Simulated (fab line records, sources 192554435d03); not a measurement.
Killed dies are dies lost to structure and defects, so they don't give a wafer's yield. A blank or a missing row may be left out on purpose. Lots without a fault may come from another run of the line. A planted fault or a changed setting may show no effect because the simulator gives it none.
Split-lot experiment | flow n5_finfet | 7 lots, 39 wafers read, on a route of 1938 steps

THE SPLIT
At N5_DUMMY_GATE_EXPOSE_12 (exposes mask GATE, target cd 25 nm), the setting dose_mj was moved away from the recipe's 34 on 15 of the 39 wafers read, by -5.3% to +5.5%. The other wafers ran this setting at the recipe's value.

FROM THE SPLIT TO THE READING: what the file shows between them, 2 steps
- N5_DUMMY_GATE_PEB_13: peb time 60 s
- N5_DUMMY_GATE_DEVELOP_14: develop time 30 s

THE READING
cd_nm, in nm, at N5_DUMMY_GATE_CD_MEAS_15 (target cd 25.8 nm). Fault-free wafers of this fab line usually give 25.08 nm, standard deviation 0.23 nm.

wafer  | tool, chamber at the split | dose_mj as run | against the recipe | cd_nm, nm | against lot-mates on the recipe
L076.1 | euv_scanner-01, 0          | 32.39          | -4.7%              | 26.18     | +1.17
L076.2 | euv_scanner-01, 0          | 34             | recipe             | 25.08     | -
L076.3 | euv_scanner-01, 0          | 32.39          | -4.7%              | 25.87     | +0.86
L076.4 | euv_scanner-01, 0          | 32.39          | -4.7%              | 26.11     | +1.10
L076.5 | euv_scanner-01, 0          | 34             | recipe             | 24.99     | -
L076.6 | euv_scanner-01, 0          | 34             | recipe             | 24.95     | -
L077.1 | euv_scanner-01, 0          | 35.87          | +5.5%              | 23.91     | -1.11
L077.2 | euv_scanner-01, 0          | 34             | recipe             | 24.92     | -
L077.3 | euv_scanner-01, 0          | 34             | recipe             | 25.22     | -
L077.4 | euv_scanner-01, 0          | 35.87          | +5.5%              | 24.12     | -0.90
L077.5 | euv_scanner-01, 0          | 34             | recipe             | 24.91     | -
L077.6 | euv_scanner-01, 0          | 35.87          | +5.5%              | 23.95     | -1.07
L078.1 | euv_scanner-01, 0          | 34             | recipe             | 25.49     | -
L078.2 | euv_scanner-01, 0          | 34             | recipe             | 25.08     | -
L078.3 | euv_scanner-01, 0          | 34             | recipe             | 25.30     | -
L078.4 | euv_scanner-01, 0          | 33.25          | -2.2%              | 25.96     | +0.67
L078.5 | euv_scanner-01, 0          | 33.25          | -2.2%              | 25.31     | +0.02
L078.6 | euv_scanner-01, 0          | 33.25          | -2.2%              | 25.71     | +0.42
L080.1 | euv_scanner-02, 0          | 34             | recipe             | 24.80     | -
L080.4 | euv_scanner-02, 0          | 34             | recipe             | 24.88     | -
L080.5 | euv_scanner-02, 0          | 34             | recipe             | 24.66     | -
L084.1 | euv_scanner-02, 0          | 34             | recipe             | 24.76     | -
L084.2 | euv_scanner-02, 0          | 34             | recipe             | 25.34     | -
L084.3 | euv_scanner-02, 0          | 34             | recipe             | 24.77     | -
L084.4 | euv_scanner-02, 0          | 34             | recipe             | 25.40     | -
L084.5 | euv_scanner-02, 0          | 34             | recipe             | 25.47     | -
L084.6 | euv_scanner-02, 0          | 34             | recipe             | 24.71     | -
L085.1 | euv_scanner-01, 0          | 34             | recipe             | 25.15     | -
L085.2 | euv_scanner-01, 0          | 34.92          | +2.7%              | 24.51     | -0.61
L085.3 | euv_scanner-01, 0          | 34.92          | +2.7%              | 24.90     | -0.22
L085.4 | euv_scanner-01, 0          | 34             | recipe             | 25.23     | -
L085.5 | euv_scanner-01, 0          | 34.92          | +2.7%              | 24.65     | -0.47
L085.6 | euv_scanner-01, 0          | 34             | recipe             | 24.97     | -
L086.1 | euv_scanner-01, 0          | 32.19          | -5.3%              | 25.98     | +1.12
L086.2 | euv_scanner-01, 0          | 34             | recipe             | 25.23     | -
L086.3 | euv_scanner-01, 0          | 34             | recipe             | 24.75     | -
L086.4 | euv_scanner-01, 0          | 32.19          | -5.3%              | 25.78     | +0.92
L086.5 | euv_scanner-01, 0          | 34             | recipe             | 24.61     | -
L086.6 | euv_scanner-01, 0          | 32.19          | -5.3%              | 25.97     | +1.11

THE FIT
A straight line over all 39 wafers: cd_nm changes by -0.187 nm for each +1% of dose_mj; r = -0.90; the points scatter about the line by 0.25 nm.
The same after taking each lot's own level away (the mean of its wafers on the recipe; 39 wafers): -0.194 nm for each +1%; r = -0.93; scatter 0.21 nm.
On that fit, the largest move of dose_mj shifts the reading by 1.1 nm.
The lots' own levels span 24.780 to 25.290 nm, that is 2.2 times the standard deviation above.
So the lot-to-lot level changes the slope little: the two slopes agree.
Check: with one of the wafers moved furthest among these (+5.5%) left out of the fit, the line predicts -1.04 nm for it against its lot-mates. It came out at -1.11 nm against them.

OTHER SPLITS ON THESE WAFERS
These wafers also went through other splits before the reading. Each is held against what the fit with the lots' levels taken away leaves over:
other split on the same wafers | wafers away from the commonest value | r with cd_nm (lot level and that fit taken away)
N5_FIN_SAQP_ALD_61 ald_cycles  | 12                                   | +0.04

THE FILE'S OWN FIT
cd_nm changes by -0.195 nm for each +1% of dose_mj, r = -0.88.
